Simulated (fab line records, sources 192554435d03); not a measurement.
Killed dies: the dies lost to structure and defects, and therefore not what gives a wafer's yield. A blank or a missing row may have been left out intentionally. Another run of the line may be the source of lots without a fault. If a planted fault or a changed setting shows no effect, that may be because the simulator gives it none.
fab line records	flow n5-finfet
record: lots: 7	wafers: 39
route steps=1938 shown ZERO_LAYER@11 SDB@369 HKMG_FIN@451 MOL_CONTACT_COAG@584 BEOL_M3@931
start-h: start of the lot's first displayed wafer, in hours after the record's first day	wait-h: hours from the lot's prior step to this one	" the same as in the row above	L1.1+2: one row covering several wafers at once	- no value, or no start given	* or withheld: withheld	< > ~ a bound
route shown NAME@n: a module of which the file shows steps, and the number in the route of the first	usual: mean and standard deviation over wafers with no fault	same: alike in all rows	chamber/n: place in a boat	sites: each site's reading	_std_site: standard deviation across them	_edge_site: inner sites' mean taken away from outer sites' mean	radius-mm: for every site, how far away it sits from the centre of the wafer	mask NAME#n: copy n	behind: the last tool/chamber to shape the wafer	hold: why the lot was held/for how many hours/how that ended	device: transistor that didn't switch, given as n, p or np	end of line: the tests these same wafers got at the end of their route	where a step has no rows: the recipe by itself	killed: the dies lost at the first sort to structure and to defects; this is not the yield of the wafer	map: a wafer's dies, marking killed ones x, the rest . and places with no die _
set.NAME: setting as actually run; set.NAME@STEP: the setting as run at that earlier step	model.NAME: the simulator's own value behind a step, which no gauge read
one table per step and one row per wafer, for lots whose settings were changed on purpose
== steps ==
step: N5_ZERO_LAYER_DEVELOP_10
recipe: develop-time-s: 60	rinse-liquid: diw	dry: air-spin	dev-temp-c: 21
lot.wafer	tool	chamber	start-h	wait-h	set.develop-time-s
L074.1+3+5	litho-track-04	0	-	-	60
L074.2+4+6	"	0	"	"	79.11
L080.1+2+4	litho-track-03	0	-	-	48.09
L080.3+5+6	"	0	"	"	60
L085.2+3+4	litho-track-02	0	-	-	60
L087.1+5+6	litho-track-02	0	-	-	93.38
L087.2+3+4	"	0	"	"	60
L090.1+2+3	litho-track-03	0	-	-	37.95
L090.4+5+6	"	0	"	"	60
L095.1+5+6	litho-track-04	0	-	-	37.1
L095.2+3+4	"	0	"	"	60
L096.1+2+6	litho-track-02	0	-	-	48.92
L096.3+4+5	"	0	"	"	60
step: N5_ZERO_LAYER_HARDBAKE_23
recipe: temp-c: 130	time-s: 120
step: N5_ZERO_LAYER_CD_MEAS_11
recipe: target-cd-nm: 2000	landing-energy-ev: 500	detector: se-inlens
usual: cd-nm: 2000.2/1.7
lot.wafer	tool	chamber	start-h	wait-h	set.develop-time-s@ZERO_LAYER_DEVELOP_10	cd-nm
L074.1	cd-sem-02	0	12.73	-	60	2000.8
L074.2	"	0	"	"	79.11	2006.5
L074.3	"	0	"	"	60	2000.3
L074.4	"	0	"	"	79.11	2005.5
L074.5	"	0	"	"	60	2001.8
L074.6	"	0	"	"	79.11	2007.6
L080.1	cd-sem-03	0	48.68	-	48.09	1996.0
L080.2	"	0	"	"	48.09	1994.6
L080.3	"	0	"	"	60	2000.7
L080.4	"	0	"	"	48.09	1994.7
L080.5	"	0	"	"	60	2000.3
L080.6	"	0	"	"	60	2000.8
L085.2	cd-sem-01	0	78.64	-	60	1999.5
L085.3	"	0	"	"	60	2000.3
L085.4	"	0	"	"	60	2000.7
L087.1	cd-sem-03	0	90.65	-	93.38	2006.9
L087.2	"	0	"	"	60	2002.2
L087.3	"	0	"	"	60	2003.1
L087.4	"	0	"	"	60	2001.1
L087.5	"	0	"	"	93.38	2010.3
L087.6	"	0	"	"	93.38	2009.7
L090.1	cd-sem-01	0	108.64	-	37.95	1988.8
L090.2	"	0	"	"	37.95	1990.1
L090.3	"	0	"	"	37.95	1989.9
L090.4	"	0	"	"	60	1998.9
L090.5	"	0	"	"	60	2000.9
L090.6	"	0	"	"	60	2001.3
L095.1	cd-sem-02	0	138.65	-	37.1	1988.8
L095.2	"	0	"	"	60	1999.8
L095.3	"	0	"	"	60	1998.3
L095.4	"	0	"	"	60	1999.8
L095.5	"	0	"	"	37.1	1990.7
L095.6	"	0	"	"	37.1	1986.7
L096.1	cd-sem-02	0	144.64	-	48.92	1995.0
L096.2	"	0	"	"	48.92	1992.9
L096.3	"	0	"	"	60	2000.6
L096.4	"	0	"	"	60	2001.2
L096.5	"	0	"	"	60	2001.5
L096.6	"	0	"	"	48.92	1994.6
step: N5_ZERO_LAYER_DESCUM_16
recipe: chemistry: O2	time-s: 7.9	source-power-w: 50	bias-power-w: 20	pressure-mtorr: 20	rf-frequency-hz: 2.712e+07	temp-c: 40	o2-flow-sccm: 225
lot.wafer	tool	chamber	start-h	wait-h	set.develop-time-s@ZERO_LAYER_DEVELOP_10	model.ZERO_LAYER.cd-nm
L074.1	rie-diel-04	2	12.77	0.0	60	-
L074.2+4	"	1,3	"	"	79.11	2006
L074.3	"	0	"	"	60	2001
L074.5	"	1	"	"	60	2002
L074.6	"	2	"	"	79.11	2007
L080.1	rie-diel-03	3	48.77	0.1	48.09	1996
L080.2+4	"	1,0	"	"	48.09	1994
L080.3	"	2	"	"	60	-
L080.5	"	1	"	"	60	2000
L080.6	"	2	"	"	60	2001
L085.2	rie-diel-06	2	78.72	0.1	60	-
L085.3+4	"	0,3	"	"	60	2000
L087.1	rie-diel-06	1	91.19	0.5	93.38	2007
L087.2+3	"	0,2	"	"	60	2003
L087.4	"	3	"	"	60	2001
L087.5+6	"	3,0	"	"	93.38	2010
L090.1	rie-diel-04	0	108.68	0.0	37.95	1989
L090.2+3	"	2,1	"	"	37.95	1990
L090.4	"	3	"	"	60	1999
L090.5	"	2	"	"	60	2001
L090.6	"	1	"	"	60	2002
L095.1	rie-diel-03	0	138.69	0.0	37.1	1989
L095.2+3	"	1,2	"	"	60	1999
L095.4	"	3	"	"	60	2000
L095.5	"	2	"	"	37.1	1991
L095.6	"	1	"	"	37.1	1987
L096.1+6	rie-diel-04	1,0	144.68	0.0	48.92	1995
L096.2	"	2	"	"	48.92	1993
L096.3+4+5	"	3,0,3	"	"	60	2001
step: N5_SDB_CUT_ETCH_26
recipe: chemistry: HBr/Cl2/O2	target: Si	target-depth-a: 1296	bt-time-s: 20	mask-material: SiNx	time-s: 51.8	ion-energy-ev: *	bias-w: *	pressure-mtorr: 10	icp-w: 800	HBr_flow_sccm: 150	Cl2_flow_sccm: 80	O2_flow_sccm: 12
lot.wafer	tool	chamber	start-h	wait-h	set.target-depth-a	model.etch.depth-nm	model.SDB.feature-depth-nm	model.SiNx_of_SDB_HM_DEP_00.thk-nm
L074.1	rie-si-03	2	69.48	0.1	944.9	94.17	94.2	26.4
L074.2	"	0	"	"	1296	129.1	129.2	21.6
L074.3	"	1	"	"	944.9	93.38	93.4	25.8
L074.4	"	3	"	"	944.9	94.12	94.2	26.6
L074.5	"	2	"	"	1296	130.5	130.4	22.2
L074.6	"	1	"	"	1296	127.8	127.8	22.6
L080.1	rie-si-01	1	105.24	0.1	653.5	64.43	64.4	29.2
L080.2	"	2	"	"	653.5	65.98	66	29.2
L080.3	"	3	"	"	653.5	65.25	65.2	29.8
L080.4	"	0	"	"	1296	132.1	132	21.6
L080.5	"	3	"	"	1296	129.4	129.4	22.2
L080.6	"	2	"	"	1296	131	131	21.8
L085.2	rie-si-03	1	133.98	0.1	1296	128.7	128.6	21.2
L085.3	"	2	"	"	1296	130.9	130.8	21
L085.4	"	0	"	"	1296	129.5	129.6	22.2
L087.1	rie-si-01	3	149.19	0.1	1296	128.7	128.8	22.2
L087.2	"	1	"	"	1296	128.2	128.2	22
L087.3	"	2	"	"	1671	167.8	167.8	16.6
L087.4	"	0	"	"	1296	131.5	131.4	22
L087.5	"	2	"	"	1671	167.8	167.8	17.6
L087.6	"	3	"	"	1671	167.6	167.6	18
L090.1	rie-si-03	1	168.02	0.1	1296	127.8	127.8	22.2
L090.2	"	0	"	"	684.9	67.59	67.6	29.6
L090.3	"	3	"	"	684.9	68.53	68.6	28.8
L090.4	"	2	"	"	684.9	68.83	68.8	29.4
L090.5	"	2	"	"	1296	130.6	130.6	22
L090.6	"	3	"	"	1296	128.9	129	21.8
L095.1	rie-si-01	1	191.90	0.1	1296	129.9	129.8	21.8
L095.2	"	3	"	"	1296	129.7	129.6	21.8
L095.3	"	2	"	"	1296	132	132	21.8
L095.4	"	0	"	"	1296	132.5	132.4	22.2
L095.5	"	3	"	"	1296	129.4	129.4	22.6
L095.6	"	0	"	"	1296	134	134	22
L096.1	rie-si-04	3	200.23	0.1	1768	174.8	174.8	16
L096.2	"	1	"	"	1296	129.7	129.8	22
L096.3	"	0	"	"	1768	176.9	176.8	15.8
L096.4	"	2	"	"	1768	175.3	175.4	17.2
L096.5	"	3	"	"	1296	127.9	128	22
L096.6	"	2	"	"	1296	128.4	128.4	22.8
step: N5_SDB_PRECLEAN_38
recipe: chemistry: dHF	time-s: 10	dilution: 750:1	temp-c: 25
lot.wafer	tool	chamber	start-h	wait-h	set.target-depth-a@SDB_CUT_ETCH_26	model.SiNx_of_SDB_HM_DEP_00.thk-nm
L074.1	wet-bench-04	2	69.59	0.1	944.9	26.2
L074.2	"	0	"	"	1296	21.6
L074.3	"	4	"	"	944.9	25.6
L074.4	"	3	"	"	944.9	26.4
L074.5	"	7	"	"	1296	22.2
L074.6	"	1	"	"	1296	22.4
L080.1	wet-bench-04	3	105.36	0.1	653.5	29.2
L080.2	"	7	"	"	653.5	29
L080.3	"	1	"	"	653.5	29.8
L080.4	"	2	"	"	1296	21.6
L080.5	"	0	"	"	1296	22.2
L080.6	"	6	"	"	1296	21.8
L085.2	wet-bench-06	7	134.10	0.1	1296	21.2
L085.3	"	1	"	"	1296	21
L085.4	"	3	"	"	1296	22.2
L087.1	wet-bench-03	6	149.31	0.1	1296	22.2
L087.2	"	4	"	"	1296	21.8
L087.3	"	1	"	"	1671	16.6
L087.4	"	0	"	"	1296	22
L087.5	"	5	"	"	1671	17.6
L087.6	"	7	"	"	1671	18
L090.1	wet-bench-03	7	168.14	0.1	1296	22.2
L090.2	"	0	"	"	684.9	29.6
L090.3	"	1	"	"	684.9	28.8
L090.4	"	2	"	"	684.9	29.4
L090.5	"	3	"	"	1296	22
L090.6	"	6	"	"	1296	21.8
L095.1+2+3	wet-bench-06	0,7,3	192.01	0.1	1296	21.8
L095.4	"	5	"	"	1296	22.2
L095.5	"	6	"	"	1296	22.6
L095.6	"	4	"	"	1296	22
L096.1+3	wet-bench-06	3,5	200.34	0.1	1768	15.8
L096.2	"	7	"	"	1296	22
L096.4	"	6	"	"	1768	17
L096.5	"	0	"	"	1296	21.8
L096.6	"	4	"	"	1296	22.8
step: N5_HKMG_FIN_ETCH_67
recipe: chemistry: N2/H2	target: SOC	target-depth-a: 3889	stop-on: TiN	ion-energy-ev: 100	bias-w: 61	pressure-mtorr: 30	source-w: 850	n2-flow-sccm: 200	h2-flow-sccm: 200
lot.wafer	tool	chamber	start-h	wait-h	set.target-depth-a	model.SOC_of_HKMG_FIN_COAT_66.thk-nm
L074.1	rie-diel-01	1	81.10	-	3889	16.4
L074.2	"	0	"	"	3889	15.2
L074.3	"	3	"	"	3889	17.6
L074.4+5+6	"	2,1,2	"	"	6088	8.2
L080.1+2+6	rie-diel-05	0,1,3	115.86	-	5502	8.2
L080.3	"	3	"	"	3889	17.6
L080.4	"	2	"	"	3889	11.4
L080.5	"	0	"	"	3889	18.6
L085.2	rie-diel-02	0	144.80	-	3889	13.4
L085.3	"	1	"	"	3889	11.6
L085.4	"	2	"	"	3889	24.2
L087.1+6	rie-diel-01	2	160.56	-	3889	8.6
L087.2	"	3	"	"	3889	18.4
L087.3	"	1	"	"	3889	15.4
L087.4	"	0	"	"	3889	16.6
L087.5	"	3	"	"	3889	19
L090.1	rie-diel-02	1	179.79	-	3889	15.8
L090.2	"	2	"	"	3889	25
L090.3	"	0	"	"	3889	14.6
L090.4	"	3	"	"	3889	15.6
L090.5	"	2	"	"	3889	26.4
L090.6	"	3	"	"	3889	14.8
L095.1	rie-diel-02	1	202.87	-	3889	16.6
L095.2	"	3	"	"	1965	154.8
L095.3	"	2	"	"	3889	24.8
L095.4	"	0	"	"	1965	154.2
L095.5	"	0	"	"	1965	155
L095.6	"	1	"	"	3889	14.4
L096.1	rie-diel-02	0	211.37	-	2791	95.8
L096.2	"	3	"	"	3889	16
L096.3	"	2	"	"	2791	105
L096.4	"	1	"	"	3889	16.6
L096.5	"	0	"	"	2791	97
L096.6	"	1	"	"	3889	17.6
step: N5_MOL_CONTACT_COAG_ETCHBACK_135
recipe: chemistry: CHF3	target: SiO2	target-depth-a: 250	time-s: 16.7	ion-energy-ev: 200	pressure-mtorr: 30	source-w: 610	bias-w: 170	Ar_flow_sccm: 200	CHF3_flow_sccm: 50
lot.wafer	tool	chamber	start-h	wait-h	set.time-s	model.SOC_of_MOL_CONTACT_COAG_COAT_75.thk-nm
L074.1+5	rie-diel-02	1,2	103.87	0.0	16.7	57.2
L074.2	"	0	"	"	23.82	56
L074.3	"	3	"	"	23.82	55.8
L074.4	"	2	"	"	23.82	56.2
L074.6	"	3	"	"	16.7	57
L080.1+3+5+6	rie-diel-05	3,0,1,2	136.02	0.0	16.7	57.2
L080.2+4	"	1,2	"	"	16.7	57.4
L085.2+4	rie-diel-02	3,0	168.97	0.0	16.7	57.6
L085.3	"	2	"	"	16.7	57.4
L087.1+2+3+5+6	rie-diel-05	3,2,0,3,0	181.80	0.0	16.7	57.4
L087.4	"	1	"	"	16.7	57.2
L090.1+3	rie-diel-01	1,2	200.25	0.0	16.7	57.2
L090.2+5	"	3,1	"	"	20.66	56.8
L090.4	"	0	"	"	16.7	57.4
L090.6	"	0	"	"	20.66	56.6
L095.1+2+5	rie-diel-02	3,0,0	225.71	0.0	8.751	58.8
L095.3+4	"	2,1	"	"	16.7	57.4
L095.6	"	3	"	"	16.7	57.6
L096.1+2	rie-diel-02	1,0	237.39	0.0	22.62	56.2
L096.3	"	3	"	"	16.7	57.2
L096.4	"	2	"	"	22.62	56.4
L096.5+6	"	1,2	"	"	16.7	57.4
step: N5_MOL_CONTACT_COAG_STRIP_118
recipe: chemistry: CHF3	resist: SiARC	rf-frequency-hz: 6e+07
step: N5_MOL_CONTACT_COAG_VIA_ETCH_46
recipe: chemistry: C4F6/O2	target-depth-a: 460	overetch-a: 92	mask-material: SOC	target: SiO2	bias-w: 455	pressure-mtorr: 10	time-s: 40	source-w: 325	Ar_flow_sccm: 300	C4F6_flow_sccm: 10	O2_flow_sccm: 10	ion-energy-ev: 575.3	ends: end-point
lot.wafer	tool	chamber	start-h	wait-h	set.time-s@MOL_CONTACT_COAG_ETCHBACK_135	model.SOC_of_MOL_CONTACT_COAG_COAT_75.thk-nm
L074.1+6	rie-diel-02	1,3	103.90	0.0	16.7	50.4
L074.2	"	0	"	"	23.82	49.4
L074.3	"	3	"	"	23.82	49.2
L074.4	"	2	"	"	23.82	49.8
L074.5	"	2	"	"	16.7	50.8
L080.1+2+3+4+5+6	rie-diel-05	3,1,0,2,1,2	136.06	0.0	16.7	50.6
L085.2	rie-diel-02	3	169.00	0.0	16.7	51
L085.3	"	2	"	"	16.7	51.2
L085.4	"	0	"	"	16.7	50.8
L087.1+3+5+6	rie-diel-05	3,0,3,0	181.83	0.0	16.7	50.8
L087.2+4	"	2,1	"	"	16.7	50.6
L090.1	rie-diel-01	1	200.28	0.0	16.7	50.6
L090.2+5	"	3,1	"	"	20.66	50.2
L090.3	"	2	"	"	16.7	50.4
L090.4	"	0	"	"	16.7	50.8
L090.6	"	0	"	"	20.66	50
L095.1+2+5	rie-diel-02	3,0,0	225.74	0.0	8.751	52
L095.3+6	"	2,3	"	"	16.7	51
L095.4	"	1	"	"	16.7	50.6
L096.1+2	rie-diel-02	1,0	237.43	0.0	22.62	49.6
L096.3	"	3	"	"	16.7	50.6
L096.4	"	2	"	"	22.62	49.8
L096.5	"	1	"	"	16.7	50.8
L096.6	"	2	"	"	16.7	51
step: N5_BEOL_M3_ILD_DEP_00
recipe: material: SiOC	target-thk-a: 790	temp-c: 350	precursor: DEMS/O2	pressure-torr: 5	rf-w: 500	time-s: 15.3
lot.wafer	tool	chamber	start-h	wait-h	set.target-thk-a	model.SiOC_of_BEOL_M3_ILD_DEP_00.thk-nm
L074.1	pecvd-03	1	139.42	0.0	790	79
L074.2	"	0	"	"	1108	111.6
L074.3	"	2	"	"	1108	111.2
L074.4	"	2	"	"	790	80.6
L074.5	"	0	"	"	1108	113.2
L074.6	"	1	"	"	790	81
L080.1	pecvd-02	2	183.10	0.0	790	79.4
L080.2	"	0	"	"	1014	100.2
L080.3	"	1	"	"	790	78.8
L080.4	"	1	"	"	1014	102.4
L080.5	"	2	"	"	1014	102.6
L080.6	"	0	"	"	790	79
L085.2	pecvd-03	2	211.46	0.0	790	79
L085.3	"	0	"	"	790	78
L085.4	"	0	"	"	790	78.8
L087.1	pecvd-02	1	221.80	0.0	448.2	44.2
L087.2	"	0	"	"	790	78.4
L087.3	"	1	"	"	790	80.2
L087.4	"	0	"	"	448.2	45.2
L087.5	"	0	"	"	790	79.6
L087.6	"	1	"	"	448.2	46.8
L090.1	pecvd-02	1	240.98	0.0	367.6	36
L090.2	"	2	"	"	367.6	37.2
L090.3	"	0	"	"	790	78
L090.4+5	"	0,1	"	"	790	79.2
L090.6	"	2	"	"	367.6	37.4
L095.1	pecvd-03	1	277.88	0.0	790	76.8
L095.2	"	0	"	"	495.2	47.6
L095.3	"	2	"	"	495.2	49
L095.4+5	"	1,2	"	"	790	78.6
L095.6	"	0	"	"	495.2	49.6
L096.1+2	pecvd-02	2,1	285.88	0.0	790	78
L096.3	"	0	"	"	621	61.2
L096.4	"	2	"	"	621	62.8
L096.5	"	1	"	"	790	80
L096.6	"	0	"	"	621	62.4
step: N5_BEOL_M3_THK_MEAS_01
recipe: reads: SiOC_of_BEOL_M3_ILD_DEP_00
usual: M3_ILD_THK: 79.1/0.98
lot.wafer	tool	chamber	start-h	wait-h	set.target-thk-a@BEOL_M3_ILD_DEP_00	M3_ILD_THK[nm]
L074.1	film-metro-01	-	139.49	0.0	790	79.0
L074.2	"	-	"	"	1108	111.5
L074.3	"	-	"	"	1108	111.1
L074.4	"	-	"	"	790	80.5
L074.5	"	-	"	"	1108	113.3
L074.6	"	-	"	"	790	81.0
L080.1	film-metro-01	-	183.17	0.0	790	79.5
L080.2	"	-	"	"	1014	100.3
L080.3	"	-	"	"	790	78.7
L080.4	"	-	"	"	1014	102.4
L080.5	"	-	"	"	1014	102.5
L080.6	"	-	"	"	790	79.0
L085.2	film-metro-02	-	211.53	0.1	790	78.9
L085.3	"	-	"	"	790	77.9
L085.4	"	-	"	"	790	78.8
L087.1	film-metro-01	-	221.88	0.1	448.2	44.1
L087.2	"	-	"	"	790	78.4
L087.3	"	-	"	"	790	80.2
L087.4	"	-	"	"	448.2	45.3
L087.5	"	-	"	"	790	79.8
L087.6	"	-	"	"	448.2	46.8
L090.1	film-metro-02	-	241.05	0.0	367.6	35.9
L090.2	"	-	"	"	367.6	37.2
L090.3	"	-	"	"	790	78.1
L090.4	"	-	"	"	790	79.2
L090.5	"	-	"	"	790	79.3
L090.6	"	-	"	"	367.6	37.4
L095.1	film-metro-02	-	277.95	0.0	790	76.9
L095.2	"	-	"	"	495.2	47.7
L095.3	"	-	"	"	495.2	49.1
L095.4	"	-	"	"	790	78.7
L095.5	"	-	"	"	790	78.6
L095.6	"	-	"	"	495.2	49.5
L096.1	film-metro-02	-	285.95	0.0	790	78.0
L096.2	"	-	"	"	790	78.1
L096.3	"	-	"	"	621	61.3
L096.4	"	-	"	"	621	62.7
L096.5	"	-	"	"	790	80.1
L096.6	"	-	"	"	621	62.5
== key ==
split: step: N5_ZERO_LAYER_DEVELOP_10	setting: develop-time-s	stated: 60	by: wafer
response: step: N5_ZERO_LAYER_CD_MEAS_11	reading: cd-nm	change: +0.208	per: 1%	r: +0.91
response: step: N5_ZERO_LAYER_DESCUM_16	reading: model.ZERO_LAYER.cd-nm	change: +0.206	per: 1%	r: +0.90
split: step: N5_SDB_CUT_ETCH_26	setting: target-depth-a	stated: 1296	by: wafer
response: step: N5_SDB_CUT_ETCH_26	reading: model.etch.depth-nm	change: +1.31	per: 1%	r: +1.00
response: step: N5_SDB_CUT_ETCH_26	reading: model.SDB.feature-depth-nm	change: +1.3	per: 1%	r: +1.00
response: step: N5_SDB_CUT_ETCH_26	reading: model.SiNx_of_SDB_HM_DEP_00.thk-nm	change: -0.156	per: 1%	r: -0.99
response: step: N5_SDB_PRECLEAN_38	reading: model.SiNx_of_SDB_HM_DEP_00.thk-nm	change: -0.155	per: 1%	r: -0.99
split: step: N5_HKMG_FIN_ETCH_67	setting: target-depth-a	stated: 3889	by: wafer
response: step: N5_HKMG_FIN_ETCH_67	reading: model.SOC_of_HKMG_FIN_COAT_66.thk-nm	shape: bent	at-lowest: 154.7	at-stated: 16.7	at-highest: 8.2
split: step: N5_MOL_CONTACT_COAG_ETCHBACK_135	setting: time-s	stated: 16.7	by: wafer
response: step: N5_MOL_CONTACT_COAG_ETCHBACK_135	reading: model.SOC_of_MOL_CONTACT_COAG_COAT_75.thk-nm	change: -0.0275	per: 1%	r: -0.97
response: step: N5_MOL_CONTACT_COAG_VIA_ETCH_46	reading: model.SOC_of_MOL_CONTACT_COAG_COAT_75.thk-nm	change: -0.0255	per: 1%	r: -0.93
split: step: N5_BEOL_M3_ILD_DEP_00	setting: target-thk-a	stated: 790	by: wafer
response: step: N5_BEOL_M3_ILD_DEP_00	reading: model.SiOC_of_BEOL_M3_ILD_DEP_00.thk-nm	change: +0.786	per: 1%	r: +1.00
response: step: N5_BEOL_M3_THK_MEAS_01	reading: M3_ILD_THK	change: +0.788	per: 1%	r: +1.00
